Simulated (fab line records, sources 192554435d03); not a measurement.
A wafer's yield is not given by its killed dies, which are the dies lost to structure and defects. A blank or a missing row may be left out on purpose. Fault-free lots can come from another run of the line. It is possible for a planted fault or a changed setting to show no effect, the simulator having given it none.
Lot-split experiment || flow n5Finfet || 21 wafers read across 7 lots, on a route 1938 steps long

ON THE SPLIT
At N5_BEOL_M9_COAT_22 (resist thk 30 nm), the setting spinRpm was moved away from the recipe's 1500 rpm on 7 of the 21 wafers read, by -10.1% to +10.1%. The other wafers ran this setting at the recipe's value.

The reading is taken at the split's own step.

THE READING
CAR-EUV_of_BEOL_M9_COAT_22.thkNm (the simulator's own value, which no gauge read), in nm, at N5_BEOL_M9_COAT_22 (resist thk 30 nm). The file gives no usual value for it. Here, 14 wafers ran the recipe; their average is 29.9 nm with a standard deviation of 0.09 nm.

{"wafer": "L077.3", "tool, chamber at the split": "lithoTrack-05, 0", "spinRpm as run, rpm": 1500, "against the recipe": "recipe", "CAR-EUV_of_BEOL_M9_COAT_22.thkNm, nm": 30, "against lot-mates on the recipe": "-"}
{"wafer": "L077.5", "tool, chamber at the split": "lithoTrack-05, 0", "spinRpm as run, rpm": 1500, "against the recipe": "recipe", "CAR-EUV_of_BEOL_M9_COAT_22.thkNm, nm": 30, "against lot-mates on the recipe": "-"}
{"wafer": "L077.6", "tool, chamber at the split": "lithoTrack-05, 0", "spinRpm as run, rpm": 1366, "against the recipe": "-8.9%", "CAR-EUV_of_BEOL_M9_COAT_22.thkNm, nm": 31.2, "against lot-mates on the recipe": "+1.2"}
{"wafer": "L079.4", "tool, chamber at the split": "lithoTrack-02, 0", "spinRpm as run, rpm": 1500, "against the recipe": "recipe", "CAR-EUV_of_BEOL_M9_COAT_22.thkNm, nm": 29.8, "against lot-mates on the recipe": "-"}
{"wafer": "L079.6", "tool, chamber at the split": "lithoTrack-02, 0", "spinRpm as run, rpm": 1500, "against the recipe": "recipe", "CAR-EUV_of_BEOL_M9_COAT_22.thkNm, nm": 29.8, "against lot-mates on the recipe": "-"}
{"wafer": "L079.5", "tool, chamber at the split": "lithoTrack-02, 0", "spinRpm as run, rpm": 1500, "against the recipe": "recipe", "CAR-EUV_of_BEOL_M9_COAT_22.thkNm, nm": 30, "against lot-mates on the recipe": "-"}
{"wafer": "L080.4", "tool, chamber at the split": "lithoTrack-03, 0", "spinRpm as run, rpm": 1500, "against the recipe": "recipe", "CAR-EUV_of_BEOL_M9_COAT_22.thkNm, nm": 30, "against lot-mates on the recipe": "-"}
{"wafer": "L080.5", "tool, chamber at the split": "lithoTrack-03, 0", "spinRpm as run, rpm": 1500, "against the recipe": "recipe", "CAR-EUV_of_BEOL_M9_COAT_22.thkNm, nm": 30, "against lot-mates on the recipe": "-"}
{"wafer": "L080.6", "tool, chamber at the split": "lithoTrack-03, 0", "spinRpm as run, rpm": 1651, "against the recipe": "+10.1%", "CAR-EUV_of_BEOL_M9_COAT_22.thkNm, nm": 28.6, "against lot-mates on the recipe": -1.4}
{"wafer": "L084.2", "tool, chamber at the split": "lithoTrack-05, 0", "spinRpm as run, rpm": 1500, "against the recipe": "recipe", "CAR-EUV_of_BEOL_M9_COAT_22.thkNm, nm": 30, "against lot-mates on the recipe": "-"}
{"wafer": "L084.3", "tool, chamber at the split": "lithoTrack-05, 0", "spinRpm as run, rpm": 1500, "against the recipe": "recipe", "CAR-EUV_of_BEOL_M9_COAT_22.thkNm, nm": 30, "against lot-mates on the recipe": "-"}
{"wafer": "L084.6", "tool, chamber at the split": "lithoTrack-05, 0", "spinRpm as run, rpm": 1349, "against the recipe": "-10.1%", "CAR-EUV_of_BEOL_M9_COAT_22.thkNm, nm": 31.6, "against lot-mates on the recipe": "+1.6"}
{"wafer": "L087.1", "tool, chamber at the split": "lithoTrack-02, 0", "spinRpm as run, rpm": 1500, "against the recipe": "recipe", "CAR-EUV_of_BEOL_M9_COAT_22.thkNm, nm": 29.8, "against lot-mates on the recipe": "-"}
{"wafer": "L087.3", "tool, chamber at the split": "lithoTrack-02, 0", "spinRpm as run, rpm": 1500, "against the recipe": "recipe", "CAR-EUV_of_BEOL_M9_COAT_22.thkNm, nm": 30, "against lot-mates on the recipe": "-"}
{"wafer": "L087.6", "tool, chamber at the split": "lithoTrack-02, 0", "spinRpm as run, rpm": 1362, "against the recipe": "-9.2%", "CAR-EUV_of_BEOL_M9_COAT_22.thkNm, nm": 31.4, "against lot-mates on the recipe": "+1.5"}
{"wafer": "L085.2", "tool, chamber at the split": "lithoTrack-05, 0", "spinRpm as run, rpm": 1500, "against the recipe": "recipe", "CAR-EUV_of_BEOL_M9_COAT_22.thkNm, nm": 29.8, "against lot-mates on the recipe": "-"}
{"wafer": "L085.3", "tool, chamber at the split": "lithoTrack-05, 0", "spinRpm as run, rpm": 1500, "against the recipe": "recipe", "CAR-EUV_of_BEOL_M9_COAT_22.thkNm, nm": 30, "against lot-mates on the recipe": "-"}
{"wafer": "L085.5", "tool, chamber at the split": "lithoTrack-05, 0", "spinRpm as run, rpm": 1500, "against the recipe": "recipe", "CAR-EUV_of_BEOL_M9_COAT_22.thkNm, nm": 30, "against lot-mates on the recipe": "-"}
{"wafer": "L097.1", "tool, chamber at the split": "lithoTrack-03, 0", "spinRpm as run, rpm": 1579, "against the recipe": "+5.3%", "CAR-EUV_of_BEOL_M9_COAT_22.thkNm, nm": 29.2, "against lot-mates on the recipe": "no lot-mate on the recipe"}
{"wafer": "L097.5", "tool, chamber at the split": "lithoTrack-03, 0", "spinRpm as run, rpm": 1579, "against the recipe": "+5.3%", "CAR-EUV_of_BEOL_M9_COAT_22.thkNm, nm": 29.2, "against lot-mates on the recipe": "no lot-mate on the recipe"}
{"wafer": "L097.3", "tool, chamber at the split": "lithoTrack-03, 0", "spinRpm as run, rpm": 1579, "against the recipe": "+5.3%", "CAR-EUV_of_BEOL_M9_COAT_22.thkNm, nm": 29.4, "against lot-mates on the recipe": "no lot-mate on the recipe"}

THE FIT
A straight line over all 21 wafers: CAR-EUV_of_BEOL_M9_COAT_22.thkNm changes by -0.145 nm for each +1% of spinRpm; r = -0.99; the points scatter about the line by 0.11 nm.
The same after taking each lot's own level away (the mean of its wafers on the recipe; 18 wafers): -0.148 nm for each +1%; r = -0.99; scatter 0.088 nm.
That fit puts the effect of the largest move of spinRpm on the reading at 1.5 nm.
The span of the lots' own levels, 29.87 to 30.00 nm, comes to 1.5 times the standard deviation stated above.
So the lot-to-lot level changes the slope little: the two slopes agree.
Check: for one of the wafers moved furthest among these (+10.1%), held out of the fit, the line's prediction against its lot-mates is -1.54 nm. It came out at -1.4 nm against them.

THE OTHER SPLITS THESE WAFERS WENT THROUGH
Note: prior to the reading, these wafers also went through further splits. Each is held against what the fit with the lots' levels taken away leaves over:
{"other split on the same wafers": "N5_BEOL_M9_ILD_DEP_00 timeS", "wafers away from the commonest value": 8, "r with CAR-EUV_of_BEOL_M9_COAT_22.thkNm (lot level and that fit taken away)": -0.09}

FILE'S OWN FIT
CAR-EUV_of_BEOL_M9_COAT_22.thkNm changes by -0.149 nm for each +1% of spinRpm, r = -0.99.
